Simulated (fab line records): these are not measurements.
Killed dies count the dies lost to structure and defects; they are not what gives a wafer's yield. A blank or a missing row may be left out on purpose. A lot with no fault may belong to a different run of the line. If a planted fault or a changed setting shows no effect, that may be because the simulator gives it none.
Lot-split experiment :: flow n5_finfet :: on a route of 1938 steps: 7 lots, 39 wafers read

ABOUT THE SPLIT
At N5_DUMMY_GATE_EXPOSE_12 (exposes mask GATE, target cd 25 nm), the setting dose_mj was moved away from the recipe's 34 on 18 of the 39 wafers read, by -7.8% to +5.9%. This setting was run at the recipe's value on the other wafers.

FROM THE SPLIT TO THE READING: what the file shows between them, 2 steps
- N5_DUMMY_GATE_PEB_13: peb time 60 s
- N5_DUMMY_GATE_DEVELOP_14: develop time 30 s

THE READING
cd_nm at N5_DUMMY_GATE_CD_MEAS_15, given in nm (cd target 25.8 nm). On this fab line, fault-free wafers typically give 25.00 nm with a standard deviation of 0.28 nm.

wafer: L074.1
tool, chamber at the split: euv_scanner-02, 0
dose_mj as run: 36
against the recipe: +5.9%
cd_nm, nm: 23.57
against lot-mates on the recipe: -1.34

wafer: L074.2
tool, chamber at the split: euv_scanner-02, 0
dose_mj as run: 34
against the recipe: recipe
cd_nm, nm: 24.85
against lot-mates on the recipe: -

wafer: L074.3
tool, chamber at the split: euv_scanner-02, 0
dose_mj as run: 36
against the recipe: +5.9%
cd_nm, nm: 23.98
against lot-mates on the recipe: -0.93

wafer: L074.4
tool, chamber at the split: euv_scanner-02, 0
dose_mj as run: 34
against the recipe: recipe
cd_nm, nm: 24.99
against lot-mates on the recipe: -

wafer: L074.5
tool, chamber at the split: euv_scanner-02, 0
dose_mj as run: 36
against the recipe: +5.9%
cd_nm, nm: 23.66
against lot-mates on the recipe: -1.25

wafer: L074.6
tool, chamber at the split: euv_scanner-02, 0
dose_mj as run: 34
against the recipe: recipe
cd_nm, nm: 24.89
against lot-mates on the recipe: -

wafer: L079.1
tool, chamber at the split: euv_scanner-02, 0
dose_mj as run: 34
against the recipe: recipe
cd_nm, nm: 24.89
against lot-mates on the recipe: -

wafer: L079.2
tool, chamber at the split: euv_scanner-02, 0
dose_mj as run: 34
against the recipe: recipe
cd_nm, nm: 24.70
against lot-mates on the recipe: -

wafer: L079.3
tool, chamber at the split: euv_scanner-02, 0
dose_mj as run: 34
against the recipe: recipe
cd_nm, nm: 24.96
against lot-mates on the recipe: -

wafer: L086.1
tool, chamber at the split: euv_scanner-01, 0
dose_mj as run: 34
against the recipe: recipe
cd_nm, nm: 25.16
against lot-mates on the recipe: -

wafer: L086.2
tool, chamber at the split: euv_scanner-01, 0
dose_mj as run: 34
against the recipe: recipe
cd_nm, nm: 25.00
against lot-mates on the recipe: -

wafer: L086.3
tool, chamber at the split: euv_scanner-01, 0
dose_mj as run: 31.96
against the recipe: -6.0%
cd_nm, nm: 26.26
against lot-mates on the recipe: +1.18

wafer: L086.4
tool, chamber at the split: euv_scanner-01, 0
dose_mj as run: 34
against the recipe: recipe
cd_nm, nm: 25.07
against lot-mates on the recipe: -

wafer: L086.5
tool, chamber at the split: euv_scanner-01, 0
dose_mj as run: 31.96
against the recipe: -6.0%
cd_nm, nm: 26.16
against lot-mates on the recipe: +1.08

wafer: L086.6
tool, chamber at the split: euv_scanner-01, 0
dose_mj as run: 31.96
against the recipe: -6.0%
cd_nm, nm: 26.06
against lot-mates on the recipe: +0.98

wafer: L090.1
tool, chamber at the split: euv_scanner-01, 0
dose_mj as run: 32.34
against the recipe: -4.9%
cd_nm, nm: 25.46
against lot-mates on the recipe: +0.46

wafer: L090.2
tool, chamber at the split: euv_scanner-01, 0
dose_mj as run: 34
against the recipe: recipe
cd_nm, nm: 25.35
against lot-mates on the recipe: -

wafer: L090.3
tool, chamber at the split: euv_scanner-01, 0
dose_mj as run: 34
against the recipe: recipe
cd_nm, nm: 24.65
against lot-mates on the recipe: -

wafer: L090.4
tool, chamber at the split: euv_scanner-01, 0
dose_mj as run: 32.34
against the recipe: -4.9%
cd_nm, nm: 25.55
against lot-mates on the recipe: +0.55

wafer: L090.5
tool, chamber at the split: euv_scanner-01, 0
dose_mj as run: 32.34
against the recipe: -4.9%
cd_nm, nm: 26.08
against lot-mates on the recipe: +1.08

wafer: L090.6
tool, chamber at the split: euv_scanner-01, 0
dose_mj as run: 34
against the recipe: recipe
cd_nm, nm: 24.99
against lot-mates on the recipe: -

wafer: L094.1
tool, chamber at the split: euv_scanner-02, 0
dose_mj as run: 34
against the recipe: recipe
cd_nm, nm: 25.32
against lot-mates on the recipe: -

wafer: L094.2
tool, chamber at the split: euv_scanner-02, 0
dose_mj as run: 34
against the recipe: recipe
cd_nm, nm: 24.97
against lot-mates on the recipe: -

wafer: L094.3
tool, chamber at the split: euv_scanner-02, 0
dose_mj as run: 31.77
against the recipe: -6.6%
cd_nm, nm: 26.52
against lot-mates on the recipe: +1.41

wafer: L094.4
tool, chamber at the split: euv_scanner-02, 0
dose_mj as run: 31.77
against the recipe: -6.6%
cd_nm, nm: 26.27
against lot-mates on the recipe: +1.16

wafer: L094.5
tool, chamber at the split: euv_scanner-02, 0
dose_mj as run: 34
against the recipe: recipe
cd_nm, nm: 25.04
against lot-mates on the recipe: -

wafer: L094.6
tool, chamber at the split: euv_scanner-02, 0
dose_mj as run: 31.77
against the recipe: -6.6%
cd_nm, nm: 26.31
against lot-mates on the recipe: +1.20

wafer: L095.1
tool, chamber at the split: euv_scanner-01, 0
dose_mj as run: 31.35
against the recipe: -7.8%
cd_nm, nm: 26.60
against lot-mates on the recipe: +1.80

wafer: L095.2
tool, chamber at the split: euv_scanner-01, 0
dose_mj as run: 31.35
against the recipe: -7.8%
cd_nm, nm: 26.48
against lot-mates on the recipe: +1.68

wafer: L095.3
tool, chamber at the split: euv_scanner-01, 0
dose_mj as run: 34
against the recipe: recipe
cd_nm, nm: 24.84
against lot-mates on the recipe: -

wafer: L095.4
tool, chamber at the split: euv_scanner-01, 0
dose_mj as run: 34
against the recipe: recipe
cd_nm, nm: 24.79
against lot-mates on the recipe: -

wafer: L095.5
tool, chamber at the split: euv_scanner-01, 0
dose_mj as run: 31.35
against the recipe: -7.8%
cd_nm, nm: 26.29
against lot-mates on the recipe: +1.49

wafer: L095.6
tool, chamber at the split: euv_scanner-01, 0
dose_mj as run: 34
against the recipe: recipe
cd_nm, nm: 24.76
against lot-mates on the recipe: -

wafer: L097.1
tool, chamber at the split: euv_scanner-02, 0
dose_mj as run: 34
against the recipe: recipe
cd_nm, nm: 24.95
against lot-mates on the recipe: -

wafer: L097.2
tool, chamber at the split: euv_scanner-02, 0
dose_mj as run: 31.55
against the recipe: -7.2%
cd_nm, nm: 26.74
against lot-mates on the recipe: +1.79

wafer: L097.3
tool, chamber at the split: euv_scanner-02, 0
dose_mj as run: 31.55
against the recipe: -7.2%
cd_nm, nm: 26.66
against lot-mates on the recipe: +1.71

wafer: L097.4
tool, chamber at the split: euv_scanner-02, 0
dose_mj as run: 34
against the recipe: recipe
cd_nm, nm: 24.79
against lot-mates on the recipe: -

wafer: L097.5
tool, chamber at the split: euv_scanner-02, 0
dose_mj as run: 31.55
against the recipe: -7.2%
cd_nm, nm: 26.54
against lot-mates on the recipe: +1.59

wafer: L097.6
tool, chamber at the split: euv_scanner-02, 0
dose_mj as run: 34
against the recipe: recipe
cd_nm, nm: 25.10
against lot-mates on the recipe: -

THE FIT
A straight line over all 39 wafers: cd_nm changes by -0.206 nm for each +1% of dose_mj; r = -0.97; the points scatter about the line by 0.2 nm.
The same after taking each lot's own level away (the mean of its wafers on the recipe; 39 wafers): -0.202 nm for each +1%; r = -0.97; scatter 0.19 nm.
On that fit, the largest move of dose_mj shifts the reading by 1.6 nm.
From 24.797 to 25.110 nm: that is the span of the lots' own levels, equal to 1.1 times the standard deviation above.
Consequently the slope shifts little with the lot-to-lot level, the two slopes agreeing.
Check: +1.54 nm against its lot-mates is what the line predicts for one of the wafers moved furthest among these (-7.8%) when that wafer is left out of the fit. It came out at +1.8 nm against them.

THESE WAFERS: OTHER SPLITS
Other splits were also applied to these wafers ahead of the reading. Each is held against what the fit with the lots' levels taken away leaves over:
other split on the same wafers: N5_PMOS_HMC_CHANNEL_EPI_EPI_20 temp_c
wafers away from the commonest value: 15
r with cd_nm (lot level and that fit taken away): +0.01

FILE'S OWN FIT
cd_nm changes by -0.201 nm for each +1% of dose_mj, r = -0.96.
